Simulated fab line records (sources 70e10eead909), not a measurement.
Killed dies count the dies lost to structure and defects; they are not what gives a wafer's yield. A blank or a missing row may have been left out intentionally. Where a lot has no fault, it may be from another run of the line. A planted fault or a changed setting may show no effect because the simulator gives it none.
fab line records	flow nand-harc
record lots=13	wafers=36	last-day=35
route steps=1302 shown A_STAIRCASE@889 A_SGD_CUT@913 END@1302
lots that met no fault: from a run of the same line without faults
start-h: start of the lot's first displayed wafer, in hours after the record's first day	wait-h: hours from the lot's prior step to this one	" same as the row above	L1.1+2: one row covering several wafers at once	- no value present, or no start provided	* or withheld: withheld	< > ~ a bound
route shown NAME@n: names a module that has steps shown in the file, with the first one's number in the route	usual: mean/standard deviation of fault-free wafers	same: alike in all rows	chamber/n: place in a boat	sites: readings site by site	_std_site: the values' standard deviation	_edge_site: outer sites' mean less inner sites'	radius-mm: for every site, how far away it sits from the centre of the wafer	mask NAME#n: copy n	behind: the tool/chamber that last shaped the wafer	hold: why the lot went on hold/how many hours it stayed there/how the hold came to an end	device: the transistor (n, p or np) that didn't switch	end of line: tests run on the same wafers once the route is complete	a step given without rows: its recipe and nothing more	killed: not the wafer's yield, but the dies lost to structure and defects at the first sort	map: a wafer's dies, x killed, . not, _ none there
set.NAME: the setting the step ran with; set.NAME@STEP: the setting that earlier step ran with	model.NAME: the simulator's own value behind a step, which no gauge read
a sample of lots followed through the steps of the route, with each step as a table and each wafer as a row
services: a tool's chamber out of use, with start hour (start-h, from the record's first day; less than 0 if before it), hours out, and reason
## steps
# step NHARC_A_STAIRCASE_INSPECT_155
# usual raw-defect-count=441/150
lot.wafer	tool	chamber	start-h	wait-h	raw-defect-count
L183.2	defect-inspect-01	-	439.67	0.1	360
L183.3	"	-	"	"	348
L183.6	"	-	"	"	259
L187.1	defect-inspect-01	-	464.62	0.1	313
L187.4	"	-	"	"	449
L187.6	"	-	"	"	408
L185.1	defect-inspect-01	-	467.49	0.1	461
L185.3	"	-	"	"	337
L185.4	"	-	"	"	437
L189.4	defect-inspect-02	-	485.88	0.1	493
L189.5	"	-	"	"	621
L189.6	"	-	"	"	319
L192.2	defect-inspect-02	-	527.68	0.1	592
L192.3	"	-	"	"	375
L193.1	defect-inspect-01	-	535.52	0.1	230
L193.3	"	-	"	"	232
L195.3	defect-inspect-02	-	541.88	0.1	559
L195.4	"	-	"	"	263
L199.1	defect-inspect-02	-	599.46	0.1	681
L199.5	"	-	"	"	555
L199.6	"	-	"	"	507
L200.3	defect-inspect-01	-	606.96	0.1	471
L200.4	"	-	"	"	435
L200.6	"	-	"	"	949
L203.4	defect-inspect-02	-	625.65	0.1	231
L203.5	"	-	"	"	375
L203.6	"	-	"	"	252
L202.3	defect-inspect-01	-	625.70	0.1	528
L202.5	"	-	"	"	601
L202.6	"	-	"	"	344
L204.1	defect-inspect-01	-	664.37	0.1	436
L204.2	"	-	"	"	446
L204.5	"	-	"	"	369
L206.2	defect-inspect-02	-	681.74	0.1	465
L206.3	"	-	"	"	386
L206.5	"	-	"	"	314
# step NHARC_A_SGD_CUT_DEP_20
# recipe target-thk-a=1500	temp-c=65	material=SiO2
lot.wafer	tool	chamber	start-h	wait-h
L183.2+3+6	fcvd-01	1,0,0	441.79	-
L187.1+4+6	fcvd-01	1	466.95	-
L185.1+4+3	fcvd-01	0,1,0	469.60	-
L189.4+5+6	fcvd-02	1,1,0	488.05	-
L192.2+3	fcvd-01	1,0	529.66	-
L193.1+3	fcvd-01	0	537.61	-
L195.3+4	fcvd-01	1,0	544.39	-
L199.1+5+6	fcvd-02	1,0,1	602.13	-
L200.4+3+6	fcvd-01	0,1,1	609.13	-
L203.4+5+6	fcvd-02	0,0,1	628.05	-
L202.3+5+6	fcvd-01	0,1,0	628.47	0.2
L204.1+2+5	fcvd-01	1	666.35	-
L206.2+3+5	fcvd-01	1,0,0	683.83	-
# step NHARC_A_SGD_CUT_CMP_21
# recipe target-thk-nm=148.19
# usual motor-current-A=12.2/0.9	slurry-flow-ml-min=150.0/0.52	time-to-endpoint-s=50.6/2.1
lot.wafer	tool	chamber	start-h	wait-h	motor-current-A	slurry-flow-ml-min	time-to-endpoint-s
L183.3	cmp-02	3	450.55	0.4	11.8	149.9	50.5
L183.2	"	0	"	"	12.6	150.1	48.4
L183.6	"	2	"	"	11.0	149.4	49.3
L187.1	cmp-04	3	471.45	0.4	11.8	149.9	53.7
L187.4	"	2	"	"	11.5	148.9	54.3
L187.6	"	0	"	"	11.6	150.5	52.4
L185.4	cmp-02	2	471.63	0.5	11.1	150.0	50.7
L185.1	"	3	"	"	12.2	150.0	51.5
L185.3	"	0	"	"	12.5	150.0	49.7
L189.4	cmp-02	3	492.65	0.4	11.4	150.8	48.6
L189.5	"	3	"	"	10.8	150.7	51.0
L189.6	"	0	"	"	12.6	150.2	46.6
L192.3	cmp-04	0	534.54	0.4	12.3	149.7	46.8
L192.2	"	1	"	"	12.9	150.0	49.6
L193.3	cmp-04	0	542.30	0.4	12.1	150.2	49.0
L193.1	"	1	"	"	12.7	149.9	50.3
L195.3	cmp-04	3	549.32	0.4	11.5	150.8	49.6
L195.4	"	1	"	"	12.2	149.6	47.3
L199.1	cmp-01	2	608.67	0.4	12.9	150.4	50.4
L199.6	"	3	"	"	12.4	150.6	50.9
L199.5	"	0	"	"	13.6	150.4	52.6
L200.3	cmp-01	1	615.82	0.4	13.2	150.3	51.8
L200.4	"	2	"	"	13.0	150.1	50.9
L200.6	"	3	"	"	12.6	148.9	49.9
L202.3	cmp-04	1	633.04	0.4	12.1	149.9	51.6
L202.6	"	0	"	"	12.4	150.8	50.0
L202.5	"	1	"	"	12.5	149.4	51.5
L203.4	cmp-01	3	633.09	0.4	12.0	149.9	50.6
L203.6	"	0	"	"	14.2	150.0	51.9
L203.5	"	1	"	"	13.3	149.9	51.0
L204.1	cmp-01	2	671.31	0.4	13.5	150.1	51.1
L204.2	"	3	"	"	12.6	150.8	46.4
L204.5	"	1	"	"	14.3	150.3	50.6
L206.2	cmp-01	1	690.25	0.4	13.5	150.0	57.2
L206.3	"	2	"	"	13.2	149.9	53.2
L206.5	"	3	"	"	12.7	150.0	53.8
# step NHARC_A_SGD_CUT_THK_MEAS_22
# recipe thk-meas-gauge=ellipsometry
# usual thk-nm=147.9/1.4
lot.wafer	tool	chamber	start-h	wait-h	thk-nm
L183.2	film-metro-02	-	450.77	0.2	148.9
L183.3	"	-	"	"	146.4
L183.6	"	-	"	"	145.9
L187.1	film-metro-01	-	471.71	0.2	148.7
L187.4	"	-	"	"	150.2
L187.6	"	-	"	"	148.8
L185.1	film-metro-02	-	471.85	0.2	146.8
L185.3	"	-	"	"	147.5
L185.4	"	-	"	"	149.4
L189.4	film-metro-01	-	492.91	0.2	148.4
L189.5	"	-	"	"	146.1
L189.6	"	-	"	"	146.0
L192.2	film-metro-02	-	534.74	0.2	148.5
L192.3	"	-	"	"	141.8
L193.1	film-metro-01	-	542.51	0.2	140.7
L193.3	"	-	"	"	141.7
L195.3	film-metro-02	-	549.57	0.2	141.9
L195.4	"	-	"	"	149.0
L199.1	film-metro-01	-	608.85	0.2	146.6
L199.5	"	-	"	"	149.6
L199.6	"	-	"	"	148.2
L200.3	film-metro-02	-	616.03	0.2	149.0
L200.4	"	-	"	"	147.8
L200.6	"	-	"	"	148.0
L202.3	film-metro-01	-	633.27	0.2	150.2
L202.5	"	-	"	"	147.5
L202.6	"	-	"	"	147.9
L203.4	film-metro-02	-	633.27	0.2	150.8
L203.5	"	-	"	"	149.7
L203.6	"	-	"	"	149.4
L204.1	film-metro-02	-	671.54	0.2	147.2
L204.2	"	-	"	"	147.8
L204.5	"	-	"	"	148.3
L206.2	film-metro-02	-	690.46	0.2	149.4
L206.3	"	-	"	"	150.2
L206.5	"	-	"	"	148.4
# step NHARC_A_SGD_CUT_STRIP_28
# recipe time-s=20	o2-flow-sccm=500	ar-flow-sccm=0	bias-w=0	chemistry=O2
# usual chamber-pressure-mTorr=60.01/0.12	drypump-motor-current-A=5.9/0.46	mfc-ar-sccm=0.006/0.0077	oes-product-au=0.999/0.0074	rf-vpp-V=57.7/0.98	showerhead-plenum-p-Torr=3.48/0.17	throttle-valve-pct=17.037/0.009
lot.wafer	tool	chamber	start-h	wait-h	chamber-pressure-mTorr	drypump-motor-current-A	mfc-ar-sccm	oes-product-au	rf-hours-counter-h	rf-vpp-V	showerhead-plenum-p-Torr	throttle-valve-pct
L183.2	rie-diel-09	2	-	-	60.07	5.6	0.004	0.992	5	58.0	3.66	17.038
L183.3	"	0	"	"	59.98	5.5	0.003	1.000	5	56.3	3.30	17.044
L183.6	"	2	"	"	60.00	5.7	0.004	1.001	-	59.6	3.66	17.034
L187.4	rie-diel-12	3	-	-	59.94	5.1	0	0.995	2	58.1	3.29	17.031
L187.1	"	0	"	"	59.91	6.0	0	0.996	2	55.7	3.43	17.047
L187.6	"	2	"	"	60.01	5.2	0.023	0.993	-	57.0	3.39	17.048
L185.1	rie-diel-09	3	-	-	60.05	6.2	0.007	0.999	7	57.1	3.78	17.048
L185.3	"	0	"	"	59.99	5.6	0.003	0.986	7	57.5	3.30	17.038
L185.4	"	2	"	"	59.98	5.6	0.004	0.988	7	58.6	3.66	17.048
L189.5	rie-diel-12	0	493.31	0.1	59.97	6.0	0	1.004	-	58.1	3.43	17.043
L189.6	"	1	"	"	59.97	6.6	0.017	1.001	-	56.5	3.49	17.030
L189.4	"	3	"	"	60.00	5.1	0	0.998	-	57.9	3.29	17.038
L192.3	rie-diel-09	3	-	-	60.05	6.2	0.007	0.993	1	57.9	3.78	17.042
L192.2	"	1	"	"	59.99	6.0	0	1.007	1	56.5	3.35	17.035
L193.1	rie-diel-12	1	-	-	60.08	6.6	0.017	0.993	9	58.3	3.49	17.021
L193.3	"	3	"	"	60.04	5.1	0	0.994	9	58.6	3.29	17.046
L195.3	rie-diel-09	0	550.03	0.2	59.91	5.6	0.003	1.011	3	56.2	3.30	17.036
L195.4	"	3	"	"	59.97	6.2	0.007	0.992	-	58.2	3.78	17.020
L199.1	rie-diel-12	2	609.25	0.2	60.00	5.2	0.023	0.999	12	56.0	3.38	17.032
L199.6	"	1	"	"	60.00	6.6	0.017	1.002	-	58.3	3.49	17.039
L199.5	"	2	"	"	60.00	5.2	0.023	0.999	-	59.2	3.38	17.053
L200.3	rie-diel-09	0	-	-	59.98	5.6	0.003	1.007	6	57.2	3.30	17.027
L200.4	"	3	"	"	60.03	6.2	0.007	1.008	6	56.6	3.78	17.041
L200.6	"	0	"	"	60.04	5.6	0.003	1.004	-	55.8	3.30	17.025
L202.3	rie-diel-08	0	-	-	59.97	5.8	0	1.013	4	58.6	3.31	17.056
L202.5	"	3	"	"	60.08	5.9	0	1.015	-	59.6	3.75	17.045
L202.6	"	0	"	"	60.03	5.8	0	1.001	-	57.3	3.31	17.027
L203.4	rie-diel-09	3	-	-	60.02	6.2	0.007	1.000	7	60.3	3.78	17.036
L203.5	"	1	"	"	59.99	6.0	0	1.010	-	58.1	3.35	17.039
L203.6	"	2	"	"	60.07	5.6	0.004	1.000	-	58.9	3.65	17.043
L204.1	rie-diel-12	3	-	-	60.08	5.1	0	1.001	3	56.3	3.28	17.042
L204.2	"	0	"	"	61.32	6.0	0	0.992	3	57.0	3.42	17.038
L204.5	"	3	"	"	59.92	5.1	0	0.999	-	58.7	3.28	17.021
L206.2	rie-diel-12	2	-	-	60.08	5.2	0.023	1.002	5	56.9	3.38	17.053
L206.3	"	0	"	"	59.96	6.0	0	1.010	6	59.0	3.42	17.050
L206.5	"	2	"	"	59.98	5.2	0.023	0.997	-	57.1	3.38	17.029
# step NHARC_END_SORT_01
# recipe temp-c=25
# usual killed-at-array=44/16	killed-at-other=0.6/1.1	killed-at-periphery=3.9/2.6	killed-dies=48/16	killed-open=3.1/1.9	killed-short=2.4/1.8
# same gross-dies=677
lot.wafer	tool	chamber	start-h	wait-h	killed-at-array	killed-at-other	killed-at-periphery	killed-dies	killed-open	killed-short
L185.1	prober-01	0	593.75	2.5	77	0	3	80	4	3
L185.3	prober-01	0	595.38	3.1	49	1	9	59	7	2
L185.4	prober-01	0	596.20	3.4	78	0	4	82	1	5
L199.1	prober-01	0	721.70	2.5	66	1	8	75	0	2
L199.5	prober-01	0	724.97	3.8	70	0	10	80	2	4
L199.6	prober-01	0	725.78	4.1	69	0	4	73	5	2
L200.3	prober-02	0	736.39	3.1	42	0	4	46	4	3
L200.4	prober-02	0	737.19	3.4	40	0	1	41	0	2
L200.6	prober-02	0	738.79	4.0	29	0	2	31	2	4
L203.4	prober-01	0	753.93	3.4	41	1	4	46	4	1
L203.5	prober-01	0	754.74	3.7	41	0	2	43	7	2
L203.6	prober-01	0	755.55	4.0	30	1	3	34	4	2
L202.3	prober-01	0	760.94	3.1	40	3	4	47	4	0
L202.5	prober-01	0	762.54	3.7	40	0	3	43	4	4
L202.6	prober-01	0	763.33	4.0	41	0	3	44	0	2
L204.1	prober-01	0	805.07	2.5	36	0	4	40	0	1
L204.2	prober-01	0	805.86	2.8	31	0	2	33	4	5
L204.5	prober-01	0	808.24	3.7	42	1	1	44	5	4
# killed by level:class
L185.1 A_CHANNEL_HOLE_D1:chamber-film-flake=26 A_CHANNEL_HOLE_D2:chamber-film-flake=25 A_SLIT:chamber-film-flake=14 A_CONTACT:chamber-film-flake=4 A_BLC:geometric-particle:open=2 P_M0:geometric-particle:short=1 A_ONON_D1:geometric-particle:short=1 A_CHANNEL_FILL_D2:geometric-particle:open=1
L185.3 A_SLIT:chamber-film-flake=15 A_CHANNEL_HOLE_D2:chamber-film-flake=14 A_CHANNEL_HOLE_D1:chamber-film-flake=9 P_GATE:chamber-film-flake=6 A_CONTACT:geometric-particle:open=2 A_CONTACT:chamber-film-flake=2 P_GATE:geometric-particle:open=1 A_CHANNEL_HOLE_D1:geometric-particle:open=1
L185.4 A_CHANNEL_HOLE_D2:chamber-film-flake=28 A_CHANNEL_HOLE_D1:chamber-film-flake=20 A_SLIT:chamber-film-flake=18 A_CONTACT:chamber-film-flake=4 A_CHANNEL_FILL_D2:geometric-particle:short=2 A_SOURCE_PLATE:geometric-particle:open=1 A_SOURCE_PLATE:geometric-particle:short=1 A_CHANNEL_FILL_D1:geometric-particle:short=1
L199.1 A_CHANNEL_HOLE_D1:chamber-film-flake=29 A_STAIRCASE:chamber-film-flake=14 A_SLIT:chamber-film-flake=12 A_CHANNEL_HOLE_D2:chamber-film-flake=9 P_M1:chamber-film-flake=4 P_STI:chamber-film-flake=2 P_CONTACT:chamber-film-flake=2 A_CHANNEL_FILL_D2:geometric-particle:short=1
L199.5 A_CHANNEL_HOLE_D1:chamber-film-flake=31 A_SLIT:chamber-film-flake=13 A_CHANNEL_HOLE_D2:chamber-film-flake=10 A_STAIRCASE:chamber-film-flake=7 P_M1:chamber-film-flake=4 A_CONTACT:chamber-film-flake=3 P_STI:chamber-film-flake=2 P_CONTACT:chamber-film-flake=2
L199.6 A_CHANNEL_HOLE_D1:chamber-film-flake=19 A_SLIT:chamber-film-flake=13 A_CHANNEL_HOLE_D2:chamber-film-flake=11 A_STAIRCASE:chamber-film-flake=10 A_CONTACT:chamber-film-flake=4 P_M1:chamber-film-flake=3 A_M0:chamber-film-flake=3 A_CHANNEL_FILL_D2:chamber-film-flake=2
L200.3 A_SLIT:chamber-film-flake=16 A_CONTACT:chamber-film-flake=9 A_STAIRCASE:chamber-film-flake=7 A_CHANNEL_HOLE_D1:chamber-film-flake=4 P_STI:chamber-film-flake=2 P_STI:geometric-particle:short=1 P_M0:geometric-particle:open=1 A_CHANNEL_FILL_D1:geometric-particle:open=1
L200.4 A_SLIT:chamber-film-flake=17 A_STAIRCASE:chamber-film-flake=6 A_CONTACT:chamber-film-flake=6 A_CHANNEL_HOLE_D1:chamber-film-flake=4 A_DECK1_JOINT:chamber-film-flake=2 A_WL_FILL:chamber-film-flake=2 A_CHANNEL_HOLE_D2:geometric-particle:short=1 A_M0:geometric-particle:short=1
L200.6 A_SLIT:chamber-film-flake=15 A_CHANNEL_HOLE_D1:chamber-film-flake=3 A_STAIRCASE:chamber-film-flake=3 A_CONTACT:chamber-film-flake=3 A_ONON_D2:geometric-particle:short=2 P_STI:geometric-particle:short=1 P_CONTACT:geometric-particle:short=1 A_SGD_CUT:geometric-particle:open=1
L203.4 A_SLIT:chamber-film-flake=20 A_CHANNEL_HOLE_D1:chamber-film-flake=12 A_CONTACT:chamber-film-flake=4 P_M2:chamber-film-flake=2 P_M0:geometric-particle:open=1 A_CHANNEL_FILL_D1:geometric-particle:short=1 A_ONON_D2:geometric-particle:open=1 A_BLC:geometric-particle:open=1
L203.5 A_SLIT:chamber-film-flake=20 A_CHANNEL_HOLE_D1:chamber-film-flake=4 A_STAIRCASE:chamber-film-flake=4 A_CONTACT:chamber-film-flake=3 A_ONON_D1:geometric-particle:short=2 A_DECK1_JOINT:chamber-film-flake=2 P_GATE:geometric-particle:open=1 P_CONTACT:geometric-particle:open=1
L203.6 A_SLIT:chamber-film-flake=14 A_CHANNEL_HOLE_D1:chamber-film-flake=5 A_STAIRCASE:chamber-film-flake=3 P_M2:chamber-film-flake=2 A_DECK1_JOINT:chamber-film-flake=2 A_ONON_D1:geometric-particle:open=1 A_CHANNEL_HOLE_D1:geometric-particle:open=1 A_DECK1_JOINT:geometric-particle:short=1
L202.3 A_CHANNEL_HOLE_D2:chamber-film-flake=15 A_CHANNEL_HOLE_D1:chamber-film-flake=10 A_CONTACT:chamber-film-flake=7 THIN_TSV:chamber-film-flake=3 A_WL_FILL:chamber-film-flake=2 P_STI:geometric-particle:open=1 P_CONTACT:geometric-particle:open=1 A_CHANNEL_FILL_D1:geometric-particle:open=1
L202.5 A_CHANNEL_HOLE_D1:chamber-film-flake=11 A_CHANNEL_HOLE_D2:chamber-film-flake=11 A_SLIT:chamber-film-flake=4 A_CONTACT:chamber-film-flake=4 A_SGD_CUT:geometric-particle:open=2 A_M0:geometric-particle:short=2 P_GATE:chamber-film-flake=2 P_CONTACT:geometric-particle:open=1
L202.6 A_CHANNEL_HOLE_D2:chamber-film-flake=15 A_CONTACT:chamber-film-flake=8 A_CHANNEL_HOLE_D1:chamber-film-flake=7 A_SLIT:chamber-film-flake=5 A_WL_FILL:chamber-film-flake=2 A_DECK1_JOINT:geometric-particle:short=1 A_ONON_D2:geometric-particle:short=1 P_ZERO_WELL:chamber-film-flake=1
L204.1 A_CHANNEL_HOLE_D1:chamber-film-flake=16 A_SLIT:chamber-film-flake=16 P_M2:chamber-film-flake=4 A_CONTACT:chamber-film-flake=3 A_ONON_D1:geometric-particle:short=1
L204.2 A_SLIT:chamber-film-flake=13 A_CHANNEL_HOLE_D1:chamber-film-flake=4 A_CONTACT:chamber-film-flake=3 A_STAIRCASE:chamber-film-flake=2 P_STI:geometric-particle:short=1 A_ONON_D1:geometric-particle:open=1 A_CHANNEL_FILL_D1:geometric-particle:short=1 A_CHANNEL_FILL_D2:geometric-particle:open=1
L204.5 A_SLIT:chamber-film-flake=19 A_CHANNEL_HOLE_D1:chamber-film-flake=11 A_CONTACT:chamber-film-flake=3 A_STAIRCASE:chamber-film-flake=2 P_M2:geometric-particle:short=1 A_ONON_D2:geometric-particle:short=1 A_ONON_D2:geometric-particle:open=1 A_CHANNEL_HOLE_D2:geometric-particle:open=1
## services
tool	chamber	start-h	hours	kind
rie-diel-12	-	445.40	9.0	pm
cmp-01	-	451.82	1.5	repair
cmp-04	-	457.44	0.3	repair
fcvd-01	-	467.51	1.0	repair
fcvd-01	-	473.39	2.1	repair
cmp-01	-	479.57	4.0	pm
cmp-01	-	487.39	1.8	repair
rie-diel-12	2	490.35	33.6	repair
rie-diel-09	-	497.19	9.0	pm
cmp-04	-	504.20	4.0	pm
rie-diel-09	1	542.39	13.8	repair
fcvd-01	-	547.00	13.0	pm
fcvd-01	0	568.25	2.0	repair
cmp-04	-	575.25	0.9	repair
cmp-01	-	577.57	4.0	pm
cmp-01	-	593.78	1.9	repair
rie-diel-12	3	601.11	15.8	repair
cmp-04	-	602.20	4.0	pm
rie-diel-12	-	622.40	9.0	pm
fcvd-01	0	655.17	15.1	repair
cmp-01	-	655.85	0.8	repair
cmp-04	-	657.23	1.8	repair
rie-diel-09	-	674.21	9.0	pm
cmp-01	-	675.57	4.0	pm
## key
first-sign step=NHARC_A_SGD_CUT_THK_MEAS_22	reading=thk-nm	direction=down	sigmas=4.6	usual=147.9	struck=141.5
effect none on later readings
met-at NHARC_A_SGD_CUT_DEP_20
struck-lots L192,L193,L195
struck-wafers L192.3,L193.1,L193.3,L195.3
tester-left-out L192,L193,L195
not-acting-at NHARC_A_STAIRCASE_INSPECT_155,NHARC_A_SGD_CUT_CMP_21,NHARC_A_SGD_CUT_STRIP_28
onset-between 469.60 529.66
fault kind=process-parameter-drift	tool=fcvd-01	chamber=-	onset-h=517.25	steps=NHARC_A_SGD_CUT_DEP_20	channel=target-thk-a	offset=*	shape=step	end-h=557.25	scope=struck-wafers-only	acts-in=*	stated=*
# tester-left-out: of these lots the tester's yield and bins aren't shown, on N5 and GAA mostly nor the transistor test; their killed dies are dies lost to structure and defects alone, not to doping, threshold or leakage, so they don't give the yield
